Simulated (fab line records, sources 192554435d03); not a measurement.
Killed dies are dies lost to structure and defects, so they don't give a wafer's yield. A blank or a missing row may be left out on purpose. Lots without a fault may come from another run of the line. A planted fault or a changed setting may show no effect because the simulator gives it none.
A struck lot beside a sound one | flow n5_finfet | 15 steps out of a route of 1938
Sound: wafers L684.1, L684.2, L684.3. Struck: wafers L696.1, L696.4, L696.6. The cause comes at the end.
At each step with rows: each side's tool, then ch and its chambers, then its first start. Under that, the readings that differ: sound wafers | struck wafers | difference of the means | sigmas: that difference in standard deviations of wafers without a fault.
alike: readings whose means differ by less than 2 such deviations, and words and numbers that are the same on both sides. not compared: withheld readings, readings that some wafer has no value for, bounds like >300 that may hide the same value, and numbers for which the record gives no deviation and whose values overlap.
The two part at a step that has a row with sigmas, a row that says differs or no value, or rows on one side only. Numbers that don't overlap but have no deviation are shown without sigmas and don't part them. A reading that every wafer of one side lacks parts them only if that side has two wafers or more.

first, 1 step without rows for these wafers: N5_PASSIVATION_STRIP_14 (strips in O2).
N5_PASSIVATION_ETCH_15: etches SiCN in CF4/N2, target depth 75 nm, time 81.2 s.
  sound on rie_diel-06 ch 1,2,3; struck on rie_diel-01 ch 2,3
  reading                         | sound             | struck            | difference | sigmas
  rf_vpp_V (V)                    | 379.8 381.3 380.7 | 384.5 385.7 385.0 | +4.5       | +2
  showerhead_plenum_p_Torr (Torr) | 2.09 2.15 2.15    | 2.35 2.35 2.33    | +0.21      | +3
  alike: drypump_motor_current_A, n2_flow_sccm, oes_product_au, throttle_valve_pct
  not compared: rf_hours_counter_h
then, 2 steps without rows for these wafers: N5_PASSIVATION_STRIP_73 (strips in post etch residue remover, time 60 s); N5_PASSIVATION_SRD_17 (time 30 s, dry time 30 s).
N5_PASSIVATION_DEGAS_18: time 60 s.
  sound on pvd_sputter-01, day 12 22:44; struck on pvd_sputter-01, day 16 16:59
  alike: heater_power_w, susceptor_temp_C
N5_PASSIVATION_PRE_CLEAN_19:
  sound on pvd_sputter-01, day 12 22:46; struck on pvd_sputter-01, day 16 17:01
  alike: heater_power_w
  not compared: susceptor_temp_C
N5_PASSIVATION_SPUTTER_20: material TaN, target thk 50 nm.
  sound on pvd_sputter-01, day 12 22:49; struck on pvd_sputter-01, day 16 17:04
  alike: susceptor_temp_C, throttle_valve_pct
N5_PASSIVATION_AL_DEP_21: deposits Al, target thk 2800 nm, time 170 s.
  sound on pvd_sputter-01, day 12 22:55; struck on pvd_sputter-01, day 16 17:10
  alike: susceptor_temp_C, throttle_valve_pct
then, 4 steps without rows for these wafers: N5_PASSIVATION_HMDS_23 (time 60 s); N5_PASSIVATION_COAT_24; N5_PASSIVATION_EBR_26; N5_PASSIVATION_SOFTBAKE_25 (time 90 s).
N5_PASSIVATION_EXPOSE_27: exposes mask PAD, defocus 0 nm.
  sound on krf_scanner-02 ch 0, day 12 23:12; struck on krf_scanner-02 ch 0, day 16 17:27
  reading              | sound             | struck            | difference | sigmas
  exposure_dose_mJ_cm2 | 32.28 32.33 32.26 | 32.91 32.86 32.91 | +0.60      | +19
  alike: mask
then, 1 step without rows for these wafers: N5_PASSIVATION_PEB_28.
N5_PASSIVATION_PROBE_49:
  sound on prober-01, day 13 04:16; struck on prober-01, day 16 23:11
  reading                  | sound          | struck         | difference | sigmas
  defect_limited_yield (%) | 93.6 93.4 92.6 | 89.2 91.6 88.6 | -3.4       | -2
  killed_at_front_end      | 25 33 35       | 56 32 67       | +21        | +2
  killed_dies              | 75 78 87       | 127 99 135     | +40        | +2
  killed_on_rim            | 12 15 7        | 20 18 22       | +9         | +2
  killed_open              | 41 58 55       | 93 73 88       | +33        | +3
  sort_bin_5_function (%)  | 4.2 4.2 4.2    | 6.3 5.3 6.9    | +2.0       | +2
  sort_bin_6_memory (%)    | 2.0 1.7 2.9    | 4.3 2.8 3.7    | +1.4       | +2
  alike: killed_at_M0_to_M3, killed_at_M4_up, killed_at_contacts, killed_at_other, killed_short, sort_n_pass, sort_yield_pct

WHERE THEY PART
First at N5_PASSIVATION_ETCH_15; last, within this record, at N5_PASSIVATION_PROBE_49.

WHY: what the simulator had put in
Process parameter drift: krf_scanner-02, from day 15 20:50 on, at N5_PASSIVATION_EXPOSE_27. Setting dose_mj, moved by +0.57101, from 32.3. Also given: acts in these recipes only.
